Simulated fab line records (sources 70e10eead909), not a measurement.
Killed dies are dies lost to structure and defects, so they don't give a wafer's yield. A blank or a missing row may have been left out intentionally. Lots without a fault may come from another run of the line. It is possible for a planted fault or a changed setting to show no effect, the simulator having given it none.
Problem report, 8D (eight disciplines) form, completed by code | flow nand-harc | the parts of the form that need people (team, actions taken, sign-off) are left out

1. WHAT WENT WRONG
At NHARC_A_M1_ETCH_35, run-length-s averages 53.8 s over 2 wafers from 2 lots, while fault-free wafers read 65.2 s, standard deviation 0.49. Measured from the usual mean, that is -23 standard deviations.
The step: etches the open film in N2/H2, target depth 40 nm, overetch 12 nm, time 43.94 s.
First observed at day 27 21:29: wafer L546.6, on rie-diel-05. Wafers with a number at this step in the record: 36, from 12 lots. By rule, "out" or "out of limits" means more than 4 standard deviations away from the usual mean. Any other wafer with a number is counted as sound.

2. WHAT IT IS, AND WHAT IT ISN'T
question                    | is                | is not
which readings at this step | run-length-s      | drypump-motor-current-A, oes-product-au, rf-vpp-V, showerhead-plenum-p-Torr, throttle-valve-pct
which lots                  | L546, L547        | L535, L536, L537, L539, L552, L553, L554, L555, L556, L558
which wafers of those lots  | L546.6, L547.6    | L546.2, L546.4, L547.3, L547.4
read on which tools         | rie-diel-05       | rie-diel-08, rie-diel-11
when                        | from day 27 21:29 | up to then (14 sound wafers); but 20 sound wafers of L547, L552, L553, L554, L555, L556, L558 came after

3. WHAT RULES OUT EACH SUSPECT
Counting: if a tool at a process step up to the reading ran every lot that is out, it stays a suspect. Sound lots after the first of them don't rule it out here, since some wafers of a struck lot are sound.
- pecvd-01 at NHARC_A_M0_DEP_32 (deposits SiCN, target thk 30 nm): kept. Ran every lot that is out, first one L546 (day 27 20:07); last sound lot up to then L539 (day 24 21:29).
- rie-diel-05 at NHARC_A_M1_ETCH_35 (etches the open film in N2/H2, target depth 40 nm, overetch 12 nm, time 43.94 s): kept. Ran every lot that is out, first one L546 (day 27 21:29); last sound lot up to then L536 (day 23 09:28). Its own run-length-s readings are out on those wafers.
After counting, pecvd-01 at NHARC_A_M0_DEP_32 and rie-diel-05 at NHARC_A_M1_ETCH_35 remain.

4. THE CAUSE (what the simulator had put in)
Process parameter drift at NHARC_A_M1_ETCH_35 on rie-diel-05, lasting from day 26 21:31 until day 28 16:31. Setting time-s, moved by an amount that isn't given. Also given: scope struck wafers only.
2 suspects survive the count, and this tool is in that group.

5. SEQUENCE OF EFFECTS, ordered by route
One row per reading whose mean, taken over the struck wafers that have a number, lies over 3 standard deviations from the usual. Only readings for which the record gives a usual standard deviation are gone through. hours: the time from each lot's start at the first step in this table that gives one to its start at this step, as a median over the lots. sigmas: the change in usual standard deviations.
hours | step               | reading      | usual  | on struck wafers | change | sigmas
0     | NHARC_A_M1_ETCH_35 | run-length-s | 65.2 s | 53.8             | -11.4  | -23
The process steps in it:
- NHARC_A_M1_ETCH_35: etches the open film in N2/H2, target depth 40 nm, overetch 12 nm, time 43.94 s.
At these later measuring or inspecting steps, every struck wafer for which the step has a row has a number for every such reading, and none has moved that far: NHARC_END_SORT_01.

6. WHAT WOULD HAVE CAUGHT IT SOONER
24 hours passed between the start of the fault at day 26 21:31 and the first reading out of limits in this record, taken at day 27 21:29.
